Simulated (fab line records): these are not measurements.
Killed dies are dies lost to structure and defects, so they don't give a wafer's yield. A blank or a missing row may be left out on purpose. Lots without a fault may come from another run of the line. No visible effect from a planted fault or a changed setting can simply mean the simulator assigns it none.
fab line records	flow nand_harc
record lots=12	wafers=34	last_day=27
route steps=1159 shown A_STAIRCASE@743 A_SGD_CUT@761 END@1159
lots with no fault: from the same line, run without faults
start_h: hours from the record's opening day to when the first of the lot's shown wafers began	wait_h: hours since the lot's step before	" as in the row above	L1.1+2: one row covering several wafers at once	- value missing, or start not given	* or withheld: withheld	< > ~ a bound
route shown NAME@n: names a module that has steps shown in the file, with the first one's number in the route	usual: mean/standard deviation of fault-free wafers	same: alike in all rows	chamber/n: place in a boat	sites: readings site by site	_std_site: their standard deviation	_edge_site: the outer-site mean with the inner-site mean subtracted	radius_mm: how far each site lies from the wafer's centre	mask NAME#n: copy n	behind: the last tool/chamber to shape the wafer	hold: why the lot was held/for how many hours/how that ended	device: the n, p or np transistor that did not switch	end of line: tests of these same wafers at the route's end	where a step has no rows: the recipe by itself	killed: at the first sort, the dies lost to defects and structure; wafer yield is something else	map: shows each die of a wafer: x if killed, . if not, _ if none is there
set.NAME: the setting as run; set.NAME@STEP: as run at that earlier step	model.NAME: the simulator's own value behind a step, which no gauge read
the route's steps for a sample of lots (tables are steps, rows are wafers)
services: the hour from which a tool's chamber was out of use, counted from the record's first day as start_h (under 0 if before that day), plus the number of hours and why
## steps
# step NHARC_A_STAIRCASE_CMP_472
# recipe material=SiO2
# usual edge_zone_pressure_frac=1.001/0.0049	motor_current_A=12.1/1.5
lot.wafer	tool	chamber	start_h	wait_h	edge_zone_pressure_frac	motor_current_A
L607.1	cmp-03	1	369.66	0.3	0.999	10.4
L607.6	"	3	"	"	0.999	15.0
L607.5	"	0	"	"	1.006	9.7
L610.4	cmp-02	3	370.62	0.2	0.999	11.1
L610.1	"	1	"	"	1.006	10.5
L610.6	"	0	"	"	1.003	14.0
L611.3	cmp-02	1	371.07	0.2	0.995	11.2
L611.1	"	3	"	"	0.994	10.6
L611.6	"	2	"	"	1.000	12.7
L609.1	cmp-03	1	376.87	0.2	1.011	10.8
L609.2	"	2	"	"	1.005	11.4
L609.6	"	1	"	"	1.006	10.8
L613.4	cmp-02	2	385.80	0.2	1.002	12.9
L613.5	"	0	"	"	1.002	13.9
L613.6	"	1	"	"	1.002	11.1
L616.2	cmp-02	1	394.69	0.3	0.996	10.7
L616.5	"	0	"	"	1.010	14.2
L614.2	cmp-03	2	394.84	0.2	0.994	11.2
L614.3	"	0	"	"	0.998	9.7
L614.6	"	2	"	"	1.005	11.3
L622.2	cmp-02	3	411.18	0.2	1.000	11.1
L622.4	"	0	"	"	1.007	14.2
L622.5	"	3	"	"	0.999	10.9
L628.4	cmp-03	2	418.52	0.2	1.002	11.3
L628.2	"	3	"	"	0.992	15.2
L628.5	"	3	"	"	0.998	14.8
L627.3	cmp-02	0	420.08	0.2	0.992	13.3
L627.1	"	3	"	"	1.001	10.4
L627.6	"	0	"	"	1.008	14.2
L624.4	cmp-01	3	420.38	0.1	1.005	12.9
L624.6	"	2	"	"	1.003	11.5
L624.5	"	3	"	"	1.008	13.4
L619.1	cmp-02	2	422.23	0.2	1.005	13.1
L619.3	"	3	"	"	1.008	10.5
# step NHARC_A_SGD_CUT_DESCUM_14
# recipe time_s=3	o2_flow_sccm=200	ar_flow_sccm=0	bias_power_w=0	chemistry=O2
# usual drypump_motor_current_A=5.8/0.36	o2_flow_sccm=200.0/0.57	oes_product_au=1.001/0.0074	rf_vpp_V=57.9/0.81	showerhead_plenum_p_Torr=1.92/0.073	throttle_valve_pct=11.311/0.0092
lot.wafer	tool	chamber	start_h	wait_h	drypump_motor_current_A	o2_flow_sccm	oes_product_au	rf_hours_counter_h	rf_vpp_V	showerhead_plenum_p_Torr	throttle_valve_pct
L607.1	rie_diel-01	0	370.93	0.1	6.0	200.1	1.001	3.5	57.9	1.95	11.317
L607.6	"	0	"	"	6.0	200.5	1.001	-	58.1	1.95	11.294
L607.5	"	1	"	"	6.4	201.3	1.001	-	58.5	1.83	11.308
L610.1	rie_diel-01	2	371.94	0.1	6.0	199.7	1.011	3.6	58.8	2.03	11.304
L610.4	"	3	"	"	5.7	199.3	0.996	4.0	57.7	1.90	11.320
L610.6	"	3	"	"	5.7	200.2	0.998	-	56.8	1.90	11.303
L611.3	rie_diel-08	1	372.40	0.1	5.4	199.9	0.992	5.2	57.7	2.02	11.326
L611.1	"	2	"	"	5.9	201.7	1.005	4.6	57.6	1.85	11.315
L611.6	"	1	"	"	5.4	199.3	1.000	-	56.4	2.02	11.307
L609.2	rie_diel-08	0	378.05	0.1	5.5	200.5	0.994	5.2	58.6	1.95	11.319
L609.1	"	2	"	"	5.8	200.2	0.991	5.0	57.1	1.85	11.316
L609.6	"	0	"	"	5.5	200.5	1.000	-	57.9	1.95	11.316
L613.4	rie_diel-01	2	387.10	0.1	6.0	200.4	1.010	4.8	57.0	2.03	11.319
L613.5	"	0	"	"	6.0	200.1	0.997	-	58.7	1.95	11.313
L613.6	"	1	"	"	6.4	199.7	0.988	-	57.7	1.83	11.308
L616.2	rie_diel-01	0	396.18	0.1	6.0	200.1	1.011	6.1	58.8	1.95	11.292
L616.5	"	0	"	"	6.0	199.8	1.009	-	57.6	1.95	11.316
L614.2	rie_diel-12	1	396.34	0.1	6.4	199.9	1.003	1.0	59.0	1.96	11.302
L614.3	"	2	"	"	5.3	199.3	1.017	0.4	56.0	1.84	11.299
L614.6	"	1	"	"	6.4	200.1	1.004	-	57.5	1.96	11.309
L622.2	rie_diel-01	0	412.49	0.1	6.0	199.6	1.002	6.8	57.4	1.95	11.308
L622.4	"	1	"	"	6.4	200.2	0.997	6.7	57.2	1.83	11.318
L622.5	"	1	"	"	6.4	198.6	1.012	-	58.1	1.83	11.307
L628.2	rie_diel-12	0	419.71	0.1	5.4	200.2	1.002	2.1	57.8	1.86	11.312
L628.4	"	3	"	"	5.9	200.8	1.001	2.4	57.6	2.05	11.309
L628.5	"	0	"	"	5.4	200.2	1.010	-	57.7	1.86	11.336
L627.3	rie_diel-12	2	421.52	0.1	5.3	200.0	1.008	2.3	58.3	1.84	11.288
L627.1	"	1	"	"	6.3	200.9	0.992	2.6	57.7	1.96	11.307
L627.6	"	3	"	"	5.9	198.6	0.995	-	57.6	2.05	11.314
L624.4	rie_diel-08	2	421.71	0.1	5.9	200.4	1.008	7.4	57.4	1.85	11.311
L624.6	"	0	"	"	5.5	200.2	1.001	-	56.5	1.95	11.317
L624.5	"	1	"	"	5.3	200.1	0.998	-	58.5	2.02	11.310
L619.3	rie_diel-01	1	423.53	0.1	6.4	200.8	1.005	8.0	57.9	1.83	11.305
L619.1	"	2	"	"	6.0	199.8	1.013	8.0	58.5	2.03	11.317
# step NHARC_A_SGD_CUT_ETCH_59
# recipe target_depth_a=2600	over_etch_frac=0.25	time_s=406.25	ion_energy_ev=200	n2_flow_sccm=150	h2_flow_sccm=150	ar_flow_sccm=0	rf_w=400	bias_w=150	chemistry=N2/H2
# usual drypump_motor_current_A=5.8/0.35	oes_product_au=1.001/0.0081	rf_vpp_V=430.8/2.5	run_length_s=427.6/0.38	showerhead_plenum_p_Torr=2.05/0.082	throttle_valve_pct=14.172/0.0093
lot.wafer	tool	chamber	start_h	wait_h	drypump_motor_current_A	oes_product_au	rf_hours_counter_h	rf_vpp_V	run_length_s	showerhead_plenum_p_Torr	throttle_valve_pct
L607.1	rie_diel-01	2	371.11	-	6.0	1.010	3.4	433.3	427.6	2.17	14.193
L607.5	"	2	"	"	6.0	1.011	-	434.6	427.0	2.17	14.177
L607.6	"	3	"	"	5.7	0.998	-	429.4	427.6	2.02	14.172
L610.1	rie_diel-01	2	372.18	-	6.0	1.005	3.7	434.8	427.5	2.17	14.162
L610.4	"	3	"	"	5.8	0.988	4.0	431.9	427.4	2.02	14.166
L610.6	"	0	"	"	6.0	0.993	-	432.3	427.0	2.08	14.171
L611.1	rie_diel-08	1	372.64	-	5.3	0.993	5.3	433.7	427.6	2.16	14.175
L611.3	"	2	"	"	5.9	1.001	4.7	428.4	427.2	1.97	14.175
L611.6	"	3	"	"	5.9	0.996	-	430.0	427.6	2.00	14.171
L609.1	rie_diel-08	1	378.21	-	5.3	1.001	5.6	435.2	428.0	2.16	14.147
L609.2	"	2	"	"	5.9	1.003	5.1	427.3	427.3	1.97	14.177
L609.6	"	1	"	"	5.4	1.006	-	434.6	427.5	2.16	14.174
L613.4	rie_diel-01	0	387.26	-	6.0	0.989	5.0	431.8	427.0	2.08	14.182
L613.6	"	0	"	"	6.0	0.990	-	431.2	426.9	2.08	14.177
L613.5	"	1	"	"	6.4	0.985	-	427.9	427.4	1.95	14.164
L616.2	rie_diel-01	1	396.34	-	6.4	0.992	6.0	429.2	342.2	1.95	14.182
L616.5	"	1	"	"	6.4	0.996	-	427.1	427.4	1.95	14.173
L614.2	rie_diel-12	2	396.55	-	5.3	1.022	0.5	427.9	428.3	1.96	14.173
L614.3	"	3	"	"	5.9	1.013	0.9	434.3	426.8	2.19	14.178
L614.6	"	1	"	"	6.4	1.000	-	432.0	428.0	2.09	14.170
L622.2	rie_diel-01	3	412.66	-	5.7	1.013	6.8	430.4	341.9	2.02	14.178
L622.4	"	2	"	"	6.0	1.012	6.7	435.7	427.2	2.17	14.194
L622.5	"	0	"	"	6.0	1.007	-	431.3	427.1	2.08	14.165
L628.2	rie_diel-12	2	419.95	-	5.3	1.004	2.1	427.7	427.8	1.96	14.173
L628.4	"	3	"	"	5.9	0.997	2.5	434.6	427.4	2.19	14.166
L628.5	"	1	"	"	6.3	0.995	-	431.6	428.0	2.09	14.175
L627.3	rie_diel-12	3	421.69	-	5.9	1.002	2.7	433.9	427.5	2.19	14.174
L627.1	"	1	"	"	6.4	0.995	2.7	430.1	428.0	2.09	14.173
L627.6	"	3	"	"	5.9	0.988	-	435.1	427.2	2.19	14.190
L624.4	rie_diel-08	1	421.96	-	5.4	0.997	7.8	433.7	428.1	2.16	14.169
L624.6	"	2	"	"	5.9	1.004	-	427.7	427.2	1.97	14.175
L624.5	"	3	"	"	5.9	0.997	-	428.8	427.4	2.00	14.178
L619.3	rie_diel-01	0	423.70	-	6.0	0.988	8.1	428.8	341.1	2.08	14.164
L619.1	"	3	"	"	5.7	0.989	8.2	430.7	427.6	2.02	14.175
# step NHARC_A_SGD_CUT_STRIP_28
# recipe time_s=20	o2_flow_sccm=500	ar_flow_sccm=0	bias_w=0	chemistry=O2
# usual drypump_motor_current_A=5.8/0.36	o2_flow_sccm=500.2/1.6	oes_product_au=1.002/0.0092	rf_vpp_V=57.7/0.95	showerhead_plenum_p_Torr=3.55/0.13	throttle_valve_pct=17.036/0.009
lot.wafer	tool	chamber	start_h	wait_h	drypump_motor_current_A	o2_flow_sccm	oes_product_au	rf_hours_counter_h	rf_vpp_V	showerhead_plenum_p_Torr	throttle_valve_pct
L607.1	rie_diel-01	3	-	-	5.7	502.4	0.989	4.5	56.7	3.50	17.031
L607.5	"	1	"	"	6.4	501.4	0.992	-	57.2	3.39	17.034
L607.6	"	2	"	"	6.0	499.8	1.011	-	58.3	3.73	17.040
L610.1	rie_diel-12	0	377.75	0.2	5.4	499.1	0.995	15.9	58.7	3.44	17.040
L610.4	"	3	"	"	5.9	499.5	1.016	-	58.2	3.77	17.044
L610.6	"	2	"	"	5.3	498.7	0.984	-	57.6	3.40	17.040
L611.3	rie_diel-01	3	-	-	5.7	498.8	0.997	4.6	57.5	3.50	17.059
L611.1	"	0	"	"	6.0	499.7	1.002	4.6	57.8	3.59	17.032
L611.6	"	1	"	"	6.4	499.4	0.984	-	58.6	3.39	17.029
L609.1	rie_diel-08	2	-	-	5.9	497.7	1.004	5.7	55.6	3.42	17.034
L609.2	"	3	"	"	5.9	499.9	0.994	5.8	58.8	3.46	17.042
L609.6	"	0	"	"	5.5	499.9	0.987	-	56.7	3.58	17.047
L613.4	rie_diel-08	2	-	-	5.9	499.7	1.004	5.8	56.0	3.42	17.032
L613.6	"	1	"	"	5.3	499.8	0.992	-	58.8	3.71	17.037
L613.5	"	2	"	"	5.9	499.8	1.003	-	57.1	3.42	17.055
L614.2	rie_diel-01	0	-	-	6.0	501.7	1.007	6.5	58.7	3.59	17.025
L614.3	"	3	"	"	5.7	501.2	1.000	6.5	57.7	3.50	17.045
L614.6	"	0	"	"	6.0	501.6	1.001	-	57.2	3.59	17.037
L616.2	rie_diel-08	1	-	-	5.3	500.6	0.995	7.2	57.8	3.72	17.029
L616.5	"	0	"	"	5.5	501.7	0.983	-	58.6	3.58	17.032
L622.2	rie_diel-01	0	-	-	6.0	501.4	1.005	8.0	58.8	3.59	17.037
L622.4	"	2	"	"	6.0	500.8	1.013	8.0	58.1	3.73	17.023
L622.5	"	3	"	"	5.7	498.3	0.995	-	57.1	3.50	17.049
L628.4	rie_diel-08	1	-	-	5.4	501.7	0.997	8.3	58.3	3.71	17.035
L628.2	"	3	"	"	5.9	497.0	1.002	8.1	57.8	3.46	17.038
L628.5	"	1	"	"	5.4	501.7	0.995	-	57.5	3.71	17.043
L624.4	rie_diel-12	2	-	-	5.3	498.9	1.013	2.7	58.4	3.40	17.029
L624.5	"	1	"	"	6.3	501.0	1.004	-	58.4	3.61	17.028
L624.6	"	2	"	"	5.3	500.7	1.009	-	58.9	3.40	17.031
L627.3	rie_diel-08	2	-	-	5.9	500.1	1.010	8.1	56.9	3.42	17.042
L627.1	"	0	"	"	5.5	500.8	0.992	7.9	57.2	3.58	17.027
L627.6	"	3	"	"	5.9	498.6	0.999	-	56.5	3.46	17.032
L619.3	rie_diel-01	1	-	-	6.4	500.3	0.990	8.7	57.0	3.39	17.029
L619.1	"	2	"	"	6.0	500.6	1.013	8.5	59.4	3.73	17.029
# step NHARC_END_SORT_01
# recipe temp_c=25
# usual killed_at_array=29/11	killed_at_other=0.5/0.85	killed_at_periphery=3.0/2.3	killed_dies=33/12	killed_open=3.3/1.9	killed_short=2.0/1.5
# same gross_dies=677
lot.wafer	tool	chamber	start_h	wait_h	killed_at_array	killed_at_other	killed_at_periphery	killed_dies	killed_open	killed_short
L616.2	prober-01	0	611.71	2.8	134	0	3	137	2	6
L616.5	prober-01	0	614.05	3.6	33	0	1	34	1	3
L622.2	prober-01	0	627.32	2.8	168	0	3	171	6	0
L622.4	prober-01	0	628.94	3.4	43	0	6	49	3	3
L622.5	prober-01	0	629.75	3.8	26	0	3	29	3	2
L619.1	prober-02	0	654.24	2.5	42	0	4	46	7	4
L619.3	prober-02	0	655.84	3.1	160	0	3	163	10	0
# killed by level:class
L616.2 A_SGD_CUT:area_etch=104 A_CHANNEL_HOLE_D1:chamber_film_flake=12 A_CONTACT:chamber_film_flake=7 A_CHANNEL_FILL_D1:geometric_particle:short=2 A_BLC:geometric_particle:short=2 A_STAIRCASE:chamber_film_flake=2 P_GATE:geometric_particle:open=1 P_M1:geometric_particle:short=1
L616.5 A_CHANNEL_HOLE_D1:chamber_film_flake=17 A_CONTACT:chamber_film_flake=5 A_ZERO_WELL:chamber_film_flake=4 A_CHANNEL_FILL_D1:chamber_film_flake=2 A_CHANNEL_HOLE_D1:geometric_particle:short=1 A_SGD_CUT:geometric_particle:open=1 A_BLC:geometric_particle:short=1 A_M0:geometric_particle:short=1
L622.2 A_SGD_CUT:area_etch=129 A_CHANNEL_HOLE_D1:chamber_film_flake=20 A_CONTACT:chamber_film_flake=10 A_CONTACT:geometric_particle:open=4 P_GATE:chamber_film_flake=2 A_STAIRCASE:chamber_film_flake=2 A_ONON_D1:geometric_particle:open=1 A_M0:geometric_particle:open=1
L622.4 A_CHANNEL_HOLE_D1:chamber_film_flake=24 A_STAIRCASE:chamber_film_flake=6 A_CONTACT:chamber_film_flake=6 P_CONTACT:chamber_film_flake=2 A_CHANNEL_FILL_D1:chamber_film_flake=2 P_CONTACT:geometric_particle:short=1 P_M0:geometric_particle:short=1 A_ONON_D1:geometric_particle:open=1
L622.5 A_CHANNEL_HOLE_D1:chamber_film_flake=16 A_CONTACT:chamber_film_flake=4 P_ZERO_WELL:chamber_film_flake=2 A_SOURCE_PLATE:geometric_particle:short=1 A_WL_FILL:geometric_particle:short=1 A_BLC:geometric_particle:open=1 A_M0:geometric_particle:open=1 A_M1:geometric_particle:open=1
L619.1 A_SLIT:chamber_film_flake=18 A_CHANNEL_HOLE_D1:chamber_film_flake=13 A_CONTACT:chamber_film_flake=2 P_CONTACT:geometric_particle:open=1 P_M0:geometric_particle:open=1 P_M1:geometric_particle:open=1 P_M1:geometric_particle:short=1 A_ONON_D1:geometric_particle:open=1
L619.3 A_SGD_CUT:area_etch=113 A_SLIT:chamber_film_flake=19 A_CHANNEL_HOLE_D1:chamber_film_flake=14 A_CONTACT:geometric_particle:open=4 A_CONTACT:chamber_film_flake=4 A_ONON_D1:geometric_particle:open=3 P_M0:geometric_particle:open=1 A_CHANNEL_FILL_D1:geometric_particle:open=1
## services
tool	chamber	start_h	hours	kind
cmp-01	-	347.77	0.2	repair
rie_diel-01	0	348.30	-	clean
rie_diel-01	1	348.30	-	clean
rie_diel-01	2	348.30	-	clean
rie_diel-01	3	348.30	-	clean
cmp-03	-	352.05	4.0	pm
rie_diel-08	2	355.99	5.9	repair
cmp-03	-	365.12	1.4	repair
rie_diel-12	1	369.58	8.6	repair
rie_diel-01	0	372.80	-	clean
rie_diel-01	1	372.80	-	clean
rie_diel-01	2	372.80	-	clean
rie_diel-01	3	372.80	-	clean
cmp-02	-	372.91	6.1	repair
cmp-01	-	374.05	0.5	repair
rie_diel-08	3	374.10	1.8	repair
cmp-01	-	375.50	4.0	pm
rie_diel-12	-	379.44	9.0	pm
rie_diel-12	2	391.90	2.4	repair
rie_diel-01	0	397.31	-	clean
rie_diel-01	1	397.31	-	clean
cmp-02	-	402.14	0.7	repair
cmp-03	-	421.73	1.5	repair
cmp-02	-	422.52	4.0	pm
## key
first_sign step=NHARC_A_SGD_CUT_ETCH_59	reading=run_length_s	direction=down	sigmas=99+	usual=*	struck=*
effect step=NHARC_END_SORT_01	reading=killed_at_array	direction=up	sigmas=12	usual=29	struck=154
more_kills_born_at NHARC_A_SGD_CUT_ETCH_59@rie_diel-01=346
met_at NHARC_A_SGD_CUT_ETCH_59
struck_lots L616,L619,L622
struck_wafers L616.2,L619.3,L622.2
tester_left_out L616,L619,L622
not_acting_at NHARC_A_STAIRCASE_CMP_472,NHARC_A_SGD_CUT_DESCUM_14,NHARC_A_SGD_CUT_STRIP_28
onset_between 387.26 396.34
fault kind=process_parameter_drift	tool=rie_diel-01	chamber=-	onset_h=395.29	steps=NHARC_A_SGD_CUT_ETCH_59	channel=time_s	offset=*	shape=step	end_h=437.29	scope=struck_wafers_only	acts_in=*	stated=*
# tester_left_out: of these lots the tester's yield and bins aren't shown, on N5 and GAA mostly nor the transistor test; their killed dies are dies lost to structure and defects alone, not to doping, threshold or leakage, so they don't give the yield
